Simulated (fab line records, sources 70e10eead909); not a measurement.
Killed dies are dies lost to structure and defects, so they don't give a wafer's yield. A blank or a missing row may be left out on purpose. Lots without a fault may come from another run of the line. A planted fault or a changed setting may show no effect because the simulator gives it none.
Which tool did it? | flow nand_harc | 11 lots, 33 wafers sampled, at 5 steps of a route of 1302

WHAT THE GAUGES READ, wafer by wafer
NHARC_END_SORT_01.
lot  | measured     | on        | killed_at_array | killed_at_other | killed_at_periphery | killed_dies | killed_open | killed_short
L930 | day 25 04:16 | prober-02 | 97 86 93        | 4 0 0           | 2 5 3               | 103 91 96   | 5 3 4       | 4 1 4
L935 | day 27 14:01 | prober-01 | 45 47 45        | 0 0 1           | 2 4 4               | 47 51 50    | 2 2 1       | 2 2 4
L939 | day 29 12:00 | prober-01 | 673 673 674     | 0 0 0           | 4 4 3               | 677 677 677 | 2 6 5       | 0 3 2
L938 | day 28 18:31 | prober-02 | 672 674 673     | 2 1 2           | 3 2 2               | 677 677 677 | 2 6 2       | 4 5 0
L941 | day 29 11:12 | prober-02 | 55 71 58        | 0 0 0           | 6 0 6               | 61 71 64    | 3 4 4       | 1 3 3
L947 | day 31 22:58 | prober-02 | 61 78 68        | 0 0 0           | 1 4 5               | 62 82 73    | 7 4 1       | 2 1 5

WHICH TOOL RAN EACH LOT (tool, then ch and the chambers of the sampled wafers, then the start)
lot  | NHARC_A_CHANNEL_HOLE_D1_XSEM_31 | NHARC_A_CHANNEL_FILL_D1_STRIP_29              | NHARC_A_DECK1_JOINT_DEP_16      | NHARC_A_ONON_D2_DEP_12
L930 | xsem-02 ch 0, day 9 11:29       | rie_diel-03 ch 0,2, day 13 02:05 or earlier   | pecvd-01 ch 0,2, day 13 02:05   | pecvd_onon-04 ch 0, day 13 04:42
L934 | xsem-01 ch 0, day 11 08:01      | rie_diel-11 ch 2,3, day 14 21:38 or earlier   | pecvd-03 ch 1,2, day 14 21:38   | pecvd_onon-04 ch 0, day 15 00:17
L935 | xsem-01 ch 0, day 11 16:22      | rie_diel-13 ch 0,2, day 15 03:06 or earlier   | pecvd-03 ch 0,1,2, day 15 03:06 | pecvd_onon-03 ch 0, day 15 05:44
L939 | xsem-02 ch 0, day 13 12:02      | rie_diel-03 ch 0,2, day 17 01:19 or earlier   | pecvd-03 ch 0,2, day 17 01:19   | pecvd_onon-04, day 17 04:02
L938 | xsem-01 ch 0, day 13 12:05      | rie_diel-13 ch 0,1,2, day 16 22:22 or earlier | pecvd-04 ch 0,1, day 16 22:22   | pecvd_onon-04, day 17 00:58
L941 | xsem-01 ch 0, day 13 21:22      | rie_diel-03 ch 0,1,2, day 17 09:09 or earlier | pecvd-03 ch 0,1,2, day 17 09:09 | pecvd_onon-01 ch 0, day 17 11:48
L946 | xsem-01 ch 0, day 16 05:20      | rie_diel-03 ch 2,3, day 19 21:12 or earlier   | pecvd-03 ch 0,1,2, day 19 21:12 | pecvd_onon-03 ch 0, day 19 23:53
L947 | xsem-02 ch 0, day 16 13:05      | rie_diel-13 ch 1,3, day 19 21:10 or earlier   | pecvd-01 ch 0,1,2, day 19 21:10 | pecvd_onon-04 ch 0, day 19 23:49
L948 | xsem-02 ch 0, day 17 03:22      | rie_diel-03 ch 0,1,2, day 20 10:56 or earlier | pecvd-01 ch 0,1,2, day 20 10:56 | pecvd_onon-03 ch 0, day 20 13:35
L949 | xsem-02 ch 0, day 17 15:24      | rie_diel-03 ch 0,1,3, day 21 01:00 or earlier | pecvd-01 ch 0,1,2, day 21 01:00 | pecvd_onon-04 ch 0, day 21 03:38
L951 | xsem-02 ch 0, day 18 07:47      | rie_diel-11 ch 0,3, day 21 17:58 or earlier   | pecvd-03 ch 0,2, day 21 17:58   | pecvd_onon-03 ch 0, day 21 20:37
- NHARC_A_CHANNEL_HOLE_D1_XSEM_31
- NHARC_A_CHANNEL_FILL_D1_STRIP_29: strips in O2, time 20 s.
- NHARC_A_DECK1_JOINT_DEP_16: deposits SiO2, target thk 45 nm.
- NHARC_A_ONON_D2_DEP_12: target thk 1000 nm.

WHAT THE TOOLS THEMSELVES READ (means of the sampled wafers that have a number; where no wafer has one, the mark that the record gives instead)
NHARC_A_CHANNEL_HOLE_D1_XSEM_31.
lot  | tool    | bot_cd_nm (nm) | bow_nm (nm) | tilt_deg (degrees)
L930 | xsem-02 | 73.8           | 9.0         | 0.081
L934 | xsem-01 | 76.8           | 8.7         | 0.106
L935 | xsem-01 | 75.9           | 8.6         | 0.060
L939 | xsem-02 | 71.5           | 9.0         | 0.107
L938 | xsem-01 | 74.3           | 8.4         | 0.104
L941 | xsem-01 | 74.9           | 8.6         | 0.044
L946 | xsem-01 | 74.2           | 8.8         | 0.038
L947 | xsem-02 | 74.1           | 8.3         | 0.062
L948 | xsem-02 | 73.4           | 8.6         | 0.097
L949 | xsem-02 | 76.5           | 7.9         | 0.042
L951 | xsem-02 | 76.1           | 8.9         | 0.092

NHARC_A_CHANNEL_FILL_D1_STRIP_29.
lot  | tool        | drypump_motor_current_A (A) | o2_flow_sccm (sccm) | oes_product_au (a.u.) | rf_vpp_V (V) | showerhead_plenum_p_Torr (Torr) | throttle_valve_pct (%)
L930 | rie_diel-03 | 5.9                         | 500.1               | 0.993                 | 58.1         | 3.68                            | 17.042
L934 | rie_diel-11 | 6.1                         | 500.9               | 1.007                 | 57.5         | 3.63                            | 17.047
L935 | rie_diel-13 | 5.8                         | 499.9               | 1.007                 | 57.2         | 3.50                            | 17.049
L939 | rie_diel-03 | 5.6                         | 499.4               | 0.973                 | 58.2         | 3.70                            | 17.043
L938 | rie_diel-13 | 5.8                         | 500.4               | 1.005                 | 57.6         | 3.55                            | 17.026
L941 | rie_diel-03 | 5.9                         | 500.5               | 0.981                 | 58.0         | 3.62                            | 17.032
L946 | rie_diel-03 | 5.9                         | 500.4               | 0.987                 | 58.2         | 3.61                            | 17.042
L947 | rie_diel-13 | 5.7                         | 500.1               | 1.023                 | 56.8         | 3.40                            | 17.035
L948 | rie_diel-03 | 5.9                         | 500.2               | 0.986                 | 58.5         | 3.62                            | 17.041
L949 | rie_diel-03 | 5.6                         | 500.1               | 0.993                 | 58.1         | 3.57                            | 17.035
L951 | rie_diel-11 | 6.1                         | 498.2               | 0.995                 | 58.5         | 3.61                            | 17.034

NHARC_A_DECK1_JOINT_DEP_16.
lot  | tool     | chamber_pressure_Torr (Torr) | flow_sccm (sccm) | heater_power_outer_w (W) | heater_power_w (W) | susceptor_temp_C (C) | throttle_valve_pct (%)
L930 | pecvd-01 | 6.499                        | 2648             | 284                      | 554                | 399.87               | 16.7
L934 | pecvd-03 | 6.518                        | 2649             | 324                      | 612                | 400.16               | 16.4
L935 | pecvd-03 | 6.500                        | 2650             | 303                      | 579                | 399.98               | 16.5
L939 | pecvd-03 | 6.491                        | 2651             | 329                      | 633                | 399.93               | 16.4
L938 | pecvd-04 | 6.518                        | 2645             | 317                      | 579                | 399.84               | 16.6
L941 | pecvd-03 | 6.509                        | 2643             | 324                      | 615                | 400.24               | 16.4
L946 | pecvd-03 | 6.478                        | 2643             | 323                      | 606                | 399.97               | 16.4
L947 | pecvd-01 | 6.495                        | 2651             | 315                      | 565                | 400.05               | 16.3
L948 | pecvd-01 | 6.497                        | 2654             | 332                      | 588                | 400.05               | 16.4
L949 | pecvd-01 | 6.486                        | 2644             | 321                      | 561                | 399.94               | 16.5
L951 | pecvd-03 | 6.494                        | 2642             | 323                      | 620                | 400.08               | 16.7

NHARC_A_ONON_D2_DEP_12.
lot  | tool          | n2_flow_sccm (sccm) | n2o_flow_sccm (sccm) | susceptor_temp_C (C)
L930 | pecvd_onon-04 | 2759                | 1994                 | 399.85
L934 | pecvd_onon-04 | 2761                | 2007                 | 399.83
L935 | pecvd_onon-03 | 2751                | 2003                 | 399.66
L939 | pecvd_onon-04 | -                   | -                    | -
L938 | pecvd_onon-04 | -                   | -                    | -
L941 | pecvd_onon-01 | 2758                | 2006                 | 400.09
L946 | pecvd_onon-03 | 2749                | 2000                 | 400.09
L947 | pecvd_onon-04 | 2746                | 1994                 | 399.82
L948 | pecvd_onon-03 | 2750                | 2001                 | 399.93
L949 | pecvd_onon-04 | 2761                | 1995                 | 400.01
L951 | pecvd_onon-03 | 2756                | 1996                 | 400.09

THE ANSWER, worked out from the rows above alone
Rule: what is usual is taken from the lots themselves. Put in order of their means at a reading, lots are off if they are a third of the lots or fewer, leave a main group of 4 or more, and stand apart from it by a gap of 3 or more times the standard deviation of the main group's means; of several such gaps the widest counts. A main group whose means are all the same, to the digits that the tables above print for the reading, isn't used. A lot without any number at a reading at which 4 lots or more have one is off too. The other lots that the step has rows for count as sound. The gauges are gone through in route order, then the tools' own readings, and for those a lot's mean is taken as printed above. The first step at which some lot is off is used, and at that step the reading that is off furthest; a lot without a number counts as furthest.
Off: L939, L938, at NHARC_END_SORT_01 (killed_at_array). The main group: mean 67, standard deviation 17. Neither off nor sound, because the step has no rows for them: L934, L946, L948, L949, L951.
A tool fits if, at a process step before that reading, it ran every lot that is off, and no sound lot after the first of them. The gauges at NHARC_END_SORT_01 aren't tried: what is off there is off at NHARC_A_ONON_D2_DEP_12 too, on other tools, and a gauge's error can't cause that. NHARC_A_CHANNEL_FILL_D1_STRIP_29 gives no start for some lots, so the hours and the order of its lots are those of NHARC_A_DECK1_JOINT_DEP_16. None of those tried fits.

WHAT THE SIMULATOR HAD PUT IN
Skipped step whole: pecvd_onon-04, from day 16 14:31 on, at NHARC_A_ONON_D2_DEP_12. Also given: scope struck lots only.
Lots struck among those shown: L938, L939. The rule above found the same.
